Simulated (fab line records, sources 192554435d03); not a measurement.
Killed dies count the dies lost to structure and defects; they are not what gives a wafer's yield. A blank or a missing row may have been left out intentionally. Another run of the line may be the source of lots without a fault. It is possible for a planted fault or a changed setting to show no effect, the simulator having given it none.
What tool caused it? :: flow n5Finfet :: 10 lots, 30 wafers sampled, at 5 steps of a route of 1938

== WHAT THE GAUGES SHOWED, per wafer ==
N5_BEOL_M4_RC_MEAS_101.
lot: L241
measured: day 9 17:16
on: prober-01
DIBL_N (mV/V): 37.6 35.8 35.0
DIBL_P (mV/V): 38.7 35.3 35.0
IOFF_N (nA/um): 0.17 0.13 0.12
IOFF_P (nA/um): 0.21 0.16 0.16
ION_N (uA/um): 675 672 666
ION_P (uA/um): 462 452 455
SS_N (mV/dec): 72.0 71.6 70.9
SS_P (mV/dec): 73.9 72.1 72.7
VT_N (mV): 248 252 252
VT_P (mV): -250 -256 -255

lot: L243
measured: day 10 02:59
on: prober-01
DIBL_N (mV/V): 36.7 36.5 37.5
DIBL_P (mV/V): 36.5 36.4 37.5
IOFF_N (nA/um): 0.17 0.16 0.18
IOFF_P (nA/um): 0.22 0.20 0.22
ION_N (uA/um): 675 664 682
ION_P (uA/um): 470 455 469
SS_N (mV/dec): 71.0 71.4 72.1
SS_P (mV/dec): 73.9 72.9 74.1
VT_N (mV): 248 251 248
VT_P (mV): -249 -251 -248

lot: L240
measured: day 10 11:23
on: prober-01
DIBL_N (mV/V): 33.7 33.8 35.0
DIBL_P (mV/V): 33.5 33.5 35.4
IOFF_N (nA/um): 0.13 0.12 0.15
IOFF_P (nA/um): 0.19 0.19 0.22
ION_N (uA/um): 671 659 664
ION_P (uA/um): 471 464 463
SS_N (mV/dec): 71.2 71.0 71.5
SS_P (mV/dec): 72.6 73.0 72.8
VT_N (mV): 252 254 250
VT_P (mV): -249 -249 -251

lot: L245
measured: day 10 15:55
on: prober-01
DIBL_N (mV/V): 35.5 35.7 34.7
DIBL_P (mV/V): 36.4 36.0 34.5
IOFF_N (nA/um): 0.16 0.15 0.13
IOFF_P (nA/um): 0.22 0.21 0.18
ION_N (uA/um): 679 668 663
ION_P (uA/um): 465 457 451
SS_N (mV/dec): 71.4 71.8 71.7
SS_P (mV/dec): 73.5 72.9 73.5
VT_N (mV): 248 251 253
VT_P (mV): -251 -248 -250

lot: L246
measured: day 11 12:28
on: prober-01
DIBL_N (mV/V): 36.8 36.9 37.2
DIBL_P (mV/V): 38.9 38.7 40.1
IOFF_N (nA/um): 0.19 0.19 0.20
IOFF_P (nA/um): 0.26 0.26 0.29
ION_N (uA/um): 690 682 697
ION_P (uA/um): 472 471 486
SS_N (mV/dec): 71.3 71.8 71.9
SS_P (mV/dec): 74.1 73.6 74.9
VT_N (mV): 249 249 247
VT_P (mV): -248 -248 -245

lot: L252
measured: day 13 03:26
on: prober-01
DIBL_N (mV/V): 33.4 35.7 36.9
DIBL_P (mV/V): 34.7 36.9 39.4
IOFF_N (nA/um): 0.13 0.16 0.19
IOFF_P (nA/um): 0.18 0.22 0.26
ION_N (uA/um): 657 672 668
ION_P (uA/um): 454 461 463
SS_N (mV/dec): 71.0 71.3 72.0
SS_P (mV/dec): 72.7 73.6 74.2
VT_N (mV): 252 250 247
VT_P (mV): -250 -250 -248

lot: L253
measured: day 13 12:34
on: prober-02
DIBL_N (mV/V): 35.9 38.0 36.0
DIBL_P (mV/V): 34.6 38.2 35.5
IOFF_N (nA/um): 0.14 0.19 0.15
IOFF_P (nA/um): 0.19 0.24 0.20
ION_N (uA/um): 661 675 661
ION_P (uA/um): 454 463 457
SS_N (mV/dec): 72.3 71.3 71.9
SS_P (mV/dec): 73.2 73.5 73.4
VT_N (mV): 251 246 251
VT_P (mV): -250 -249 -250

lot: L258
measured: day 14 05:22
on: prober-02
DIBL_N (mV/V): 34.3 34.8 33.7
DIBL_P (mV/V): 32.5 33.8 31.3
IOFF_N (nA/um): 0.10 0.12 0.09
IOFF_P (nA/um): 0.13 0.14 0.12
ION_N (uA/um): 642 676 651
ION_P (uA/um): 435 460 442
SS_N (mV/dec): 70.7 71.0 70.2
SS_P (mV/dec): 72.8 73.8 71.9
VT_N (mV): 257 253 258
VT_P (mV): -258 -256 -259

lot: L259
measured: day 14 09:46
on: prober-01
DIBL_N (mV/V): 34.4 35.5 38.4
DIBL_P (mV/V): 34.3 36.6 40.4
IOFF_N (nA/um): 0.15 0.17 0.24
IOFF_P (nA/um): 0.21 0.25 0.32
ION_N (uA/um): 678 699 690
ION_P (uA/um): 465 479 468
SS_N (mV/dec): 71.0 72.3 72.9
SS_P (mV/dec): 72.0 73.0 74.0
VT_N (mV): 246 247 243
VT_P (mV): -247 -246 -243

lot: L262
measured: day 16 21:25
on: prober-01
DIBL_N (mV/V): 35.7 37.1 35.8
DIBL_P (mV/V): 34.9 36.6 35.0
IOFF_N (nA/um): 0.15 0.17 0.15
IOFF_P (nA/um): 0.21 0.23 0.21
ION_N (uA/um): 665 670 680
ION_P (uA/um): 459 462 463
SS_N (mV/dec): 71.9 72.6 72.4
SS_P (mV/dec): 72.9 73.0 72.9
VT_N (mV): 250 248 253
VT_P (mV): -250 -248 -251

N5_BEOL_M8_RS_MEAS_57: a four-point-probe measurement.
lot: L241
measured: day 11 10:11
on: filmMetro-02
M8_RS (ohm/sq): 0.275 0.293 0.273

lot: L243
measured: day 11 20:34
on: filmMetro-02
M8_RS (ohm/sq): 0.270 0.292 0.282

lot: L240
measured: day 12 12:50
on: filmMetro-01
M8_RS (ohm/sq): 0.284 0.266 0.271

lot: L245
measured: day 12 08:08
on: filmMetro-02
M8_RS (ohm/sq): 0.289 0.294 0.286

lot: L246
measured: day 13 04:35
on: filmMetro-01
M8_RS (ohm/sq): 0.270 0.287 0.281

lot: L252
measured: day 14 22:05
on: filmMetro-01
M8_RS (ohm/sq): 0.277 0.270 0.269

lot: L253
measured: day 15 08:24
on: filmMetro-01
M8_RS (ohm/sq): 0.283 0.285 0.284

lot: L258
measured: day 16 07:56
on: filmMetro-02
M8_RS (ohm/sq): 0.280 0.280 0.287

lot: L259
measured: day 15 20:39
on: filmMetro-01
M8_RS (ohm/sq): 0.278 0.284 0.282

lot: L262
measured: day 18 10:38
on: filmMetro-01
M8_RS (ohm/sq): 0.279 0.281 0.271

N5_BEOL_M9_OVL_MEAS_12.
lot: L241
measured: day 11 12:28
on: overlay-02
M9_OVL (nm): 2.0 1.9 2.1

lot: L243
measured: day 11 22:03
on: overlay-01
M9_OVL (nm): 0.1 0.5 0.3

lot: L240
measured: day 12 15:00
on: overlay-02
M9_OVL (nm): 0.3 0.4 0.1

lot: L245
measured: day 12 11:00
on: overlay-01
M9_OVL (nm): -0.3 0.1 -0.5

lot: L246
measured: day 13 06:02
on: overlay-02
M9_OVL (nm): 0.3 0.4 0.1

lot: L252
measured: day 14 23:22
on: overlay-01
M9_OVL (nm): 0.9 -0.3 0.0

lot: L253
measured: day 15 10:58
on: overlay-01
M9_OVL (nm): 1.0 1.1 0.7

lot: L258
measured: day 16 10:14
on: overlay-01
M9_OVL (nm): -0.5 -0.2 0.3

lot: L259
measured: day 15 22:22
on: overlay-02
M9_OVL (nm): 0.9 -0.7 0.7

lot: L262
measured: day 18 12:38
on: overlay-02
M9_OVL (nm): 1.0 0.0 -2.4

== EACH LOT AND THE TOOL THAT RAN IT (in order: tool; ch and the chambers of the sampled wafers; start) ==
lot: L241
N5_BEOL_M8_SURFACE_TREAT_79: pvdSputter-01, day 11 09:00
N5_BEOL_M9_PECVD_70: pecvd-02 ch 0,2, day 11 11:23

lot: L243
N5_BEOL_M8_SURFACE_TREAT_79: pvdSputter-02, day 11 19:17
N5_BEOL_M9_PECVD_70: pecvd-04 ch 0,1,2, day 11 21:15

lot: L240
N5_BEOL_M8_SURFACE_TREAT_79: pvdSputter-01, day 12 11:15
N5_BEOL_M9_PECVD_70: pecvd-04 ch 1,2, day 12 13:37

lot: L245
N5_BEOL_M8_SURFACE_TREAT_79: pvdSputter-02, day 12 06:32
N5_BEOL_M9_PECVD_70: pecvd-03 ch 0,1, day 12 09:30

lot: L246
N5_BEOL_M8_SURFACE_TREAT_79: pvdSputter-01, day 13 03:27
N5_BEOL_M9_PECVD_70: pecvd-03 ch 0,1,2, day 13 05:17

lot: L252
N5_BEOL_M8_SURFACE_TREAT_79: pvdSputter-03, day 14 19:02
N5_BEOL_M9_PECVD_70: pecvd-04 ch 0,2, day 14 22:47

lot: L253
N5_BEOL_M8_SURFACE_TREAT_79: pvdSputter-03, day 15 07:12
N5_BEOL_M9_PECVD_70: pecvd-04 ch 1,2, day 15 09:09

lot: L258
N5_BEOL_M8_SURFACE_TREAT_79: pvdSputter-03, day 16 06:41
N5_BEOL_M9_PECVD_70: pecvd-02 ch 2, day 16 08:47

lot: L259
N5_BEOL_M8_SURFACE_TREAT_79: pvdSputter-01, day 15 18:58
N5_BEOL_M9_PECVD_70: pecvd-03 ch 1,2, day 15 21:23

lot: L262
N5_BEOL_M8_SURFACE_TREAT_79: pvdSputter-02, day 18 08:45
N5_BEOL_M9_PECVD_70: pecvd-04 ch 1,2, day 18 11:32
- N5_BEOL_M8_SURFACE_TREAT_79
- N5_BEOL_M9_PECVD_70: deposits SiO2 from TEOS/O2, target thk 20 nm, time 22.7 s.

== WHAT THE TOOLS THEMSELVES READ (means of the sampled wafers that have a number; where no wafer has one, the mark that the record gives instead) ==
N5_BEOL_M9_PECVD_70.
lot: L241
tool: pecvd-02
chamberPressureTorr (Torr): 5.488
heaterPowerOuterW (W): 424
heaterPowerW (W): 762
showerheadPlenumPTorr (Torr): 8.69
showerheadVppV (V): 1338
throttleValvePct (%): 23.1

lot: L243
tool: pecvd-04
chamberPressureTorr (Torr): 5.495
heaterPowerOuterW (W): 395
heaterPowerW (W): 654
showerheadPlenumPTorr (Torr): 8.78
showerheadVppV (V): 1275
throttleValvePct (%): 21.9

lot: L240
tool: pecvd-04
chamberPressureTorr (Torr): 5.499
heaterPowerOuterW (W): 401
heaterPowerW (W): 671
showerheadPlenumPTorr (Torr): 8.77
showerheadVppV (V): 1206
throttleValvePct (%): 20.9

lot: L245
tool: pecvd-03
chamberPressureTorr (Torr): 5.484
heaterPowerOuterW (W): 370
heaterPowerW (W): 659
showerheadPlenumPTorr (Torr): 8.77
showerheadVppV (V): 1280
throttleValvePct (%): 22.3

lot: L246
tool: pecvd-03
chamberPressureTorr (Torr): 5.495
heaterPowerOuterW (W): 375
heaterPowerW (W): 654
showerheadPlenumPTorr (Torr): 8.79
showerheadVppV (V): 1265
throttleValvePct (%): 21.8

lot: L252
tool: pecvd-04
chamberPressureTorr (Torr): -
heaterPowerOuterW (W): -
heaterPowerW (W): -
showerheadPlenumPTorr (Torr): -
showerheadVppV (V): -
throttleValvePct (%): -

lot: L253
tool: pecvd-04
chamberPressureTorr (Torr): -
heaterPowerOuterW (W): -
heaterPowerW (W): -
showerheadPlenumPTorr (Torr): -
showerheadVppV (V): -
throttleValvePct (%): -

lot: L258
tool: pecvd-02
chamberPressureTorr (Torr): 5.504
heaterPowerOuterW (W): 487
heaterPowerW (W): 881
showerheadPlenumPTorr (Torr): 8.61
showerheadVppV (V): 1308
throttleValvePct (%): 23.1

lot: L259
tool: pecvd-03
chamberPressureTorr (Torr): 5.491
heaterPowerOuterW (W): 424
heaterPowerW (W): 735
showerheadPlenumPTorr (Torr): 8.78
showerheadVppV (V): 1287
throttleValvePct (%): 20.7

lot: L262
tool: pecvd-04
chamberPressureTorr (Torr): 5.493
heaterPowerOuterW (W): 362
heaterPowerW (W): 633
showerheadPlenumPTorr (Torr): 8.80
showerheadVppV (V): 1226
throttleValvePct (%): 21.2

== THE ANSWER, worked out from the rows above alone ==
Rule: usual is defined by the lots themselves. Put in order of their means at a reading, lots are off if they are a third of the lots or fewer, leave a main group of 4 or more, and stand apart from it by a gap of 3 or more times the standard deviation of the main group's means; of several such gaps the widest counts. The tables above print the reading to a certain number of digits; a main group whose means all agree to those digits is not used. A lot without any number at a reading at which 4 lots or more have one is off too. Any other lot the step has rows for is counted as sound. First the gauges in route order, then the tools' own readings, where a lot's mean is used as printed above. The first step at which some lot is off is used, and at that step the reading that is off furthest; a lot without a number counts as furthest.
Off at N5_BEOL_M9_PECVD_70 (chamberPressureTorr): L252, L253. Without a number there: L252, L253. Mean 5.494 Torr and standard deviation 0.0058 in the main group.
A tool fits if, at that step or a process step before it, it ran every lot that is off, and no sound lot after the first of them. No candidate that was tried fits.

== WHAT THE SIMULATOR PUT IN ==
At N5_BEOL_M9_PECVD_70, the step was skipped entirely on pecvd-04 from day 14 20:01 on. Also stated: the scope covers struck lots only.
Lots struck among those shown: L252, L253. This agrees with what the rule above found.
